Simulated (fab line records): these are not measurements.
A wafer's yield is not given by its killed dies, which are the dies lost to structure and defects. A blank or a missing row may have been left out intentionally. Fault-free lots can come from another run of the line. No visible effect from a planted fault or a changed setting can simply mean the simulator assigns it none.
Which tool was responsible? | flow nand_harc | 11 lots, 33 wafers sampled, at 4 steps of a route of 1159

## WHAT THE GAUGES SHOWED, per wafer
NHARC_P_BONDPAD_INSPECT_23.
lot  | measured     | on                | raw_defect_count
L570 | day 6 17:28  | defect_inspect-01 | 291 261 296
L569 | day 6 22:22  | defect_inspect-01 | 272 284 400
L571 | day 7 13:59  | defect_inspect-01 | 437 294 451
L576 | day 8 08:49  | defect_inspect-01 | 393 296 513
L577 | day 8 22:08  | defect_inspect-01 | 666 550 378
L585 | day 10 20:16 | defect_inspect-01 | 174 223 370
L587 | day 11 11:47 | defect_inspect-02 | 228 419 384
L588 | day 11 12:38 | defect_inspect-01 | 245 149 141
L589 | day 11 18:20 | defect_inspect-01 | 606 708 465
L591 | day 11 22:08 | defect_inspect-01 | 349 340 464
L590 | day 11 22:36 | defect_inspect-02 | 333 290 237

## WHAT TOOL EACH LOT RAN ON (gives the tool, then ch and the chambers of the sampled wafers, and finally the start)
lot  | NHARC_P_M2_PVD_20                       | NHARC_P_BONDPAD_ETCH_12                       | NHARC_P_BONDPAD_ETCH_24
L570 | pvd_sputter-01, day 6 15:23 or earlier  | rie_diel-10 ch 0,2,3, day 6 15:23 or earlier  | rie_diel-10 ch 0,1, day 6 15:23
L569 | pvd_sputter-03, day 6 20:10 or earlier  | rie_diel-10 ch 1,2, day 6 20:10 or earlier    | rie_diel-04 ch 2,3, day 6 20:10
L571 | pvd_sputter-02, day 7 11:58 or earlier  | rie_diel-10 ch 0,2, day 7 11:58 or earlier    | rie_diel-10 ch 2,3, day 7 11:58
L576 | pvd_sputter-01, day 8 06:43 or earlier  | rie_diel-10 ch 0,2,3, day 8 06:43 or earlier  | rie_diel-04 ch 0,1,3, day 8 06:43
L577 | pvd_sputter-02, day 8 20:08 or earlier  | rie_diel-10 ch 0,2,3, day 8 20:08 or earlier  | rie_diel-10 ch 0,2,3, day 8 20:08
L585 | pvd_sputter-03, day 10 18:14 or earlier | rie_diel-10 ch 2,3, day 10 18:14 or earlier   | rie_diel-04 ch 0,1, day 10 18:14
L587 | pvd_sputter-03, day 11 09:40 or earlier | rie_diel-10 ch 2,3, day 11 09:40 or earlier   | rie_diel-04 ch 0,1, day 11 09:40
L588 | pvd_sputter-02, day 11 10:28 or earlier | rie_diel-10 ch 0,3, day 11 10:28 or earlier   | rie_diel-10 ch 0,3, day 11 10:28
L589 | pvd_sputter-03, day 11 16:14 or earlier | rie_diel-10 ch 0,1, day 11 16:14 or earlier   | rie_diel-10 ch 1,3, day 11 16:14
L591 | pvd_sputter-01, day 11 20:04 or earlier | rie_diel-10 ch 0,2,3, day 11 20:04 or earlier | rie_diel-10 ch 0,2,3, day 11 20:04
L590 | pvd_sputter-03, day 11 20:33 or earlier | rie_diel-04 ch 2,3, day 11 20:33 or earlier   | rie_diel-10 ch 0,3, day 11 20:33
- NHARC_P_M2_PVD_20: deposits TaN, target thk 5 nm, time 8.06 s.
- NHARC_P_BONDPAD_ETCH_12: etches the open film in CHF3/O2, target depth 200 nm, time 100 s.
- NHARC_P_BONDPAD_ETCH_24: etches the open film in CF4/N2, target depth 30 nm, time 72.99 s.

## THE ANSWER, worked out from the rows above alone
Rule: what is usual is taken from the lots themselves. The widest of any qualifying gaps counts: lots, ordered by their means at a reading, are off when they make up no more than a third of the lots, leave a main group of 4 or more, and stand apart from it by 3 or more times the standard deviation of that group's means. Not used: any main group whose means are identical at the precision the tables above print for the reading. A lot without any number at a reading at which 4 lots or more have one is off too. Where the step has rows for the other lots, those lots are counted as sound.
No lot is off on any of the readings shown, so nothing can be concluded from this.

## WHAT THE SIMULATOR HAD PUT IN
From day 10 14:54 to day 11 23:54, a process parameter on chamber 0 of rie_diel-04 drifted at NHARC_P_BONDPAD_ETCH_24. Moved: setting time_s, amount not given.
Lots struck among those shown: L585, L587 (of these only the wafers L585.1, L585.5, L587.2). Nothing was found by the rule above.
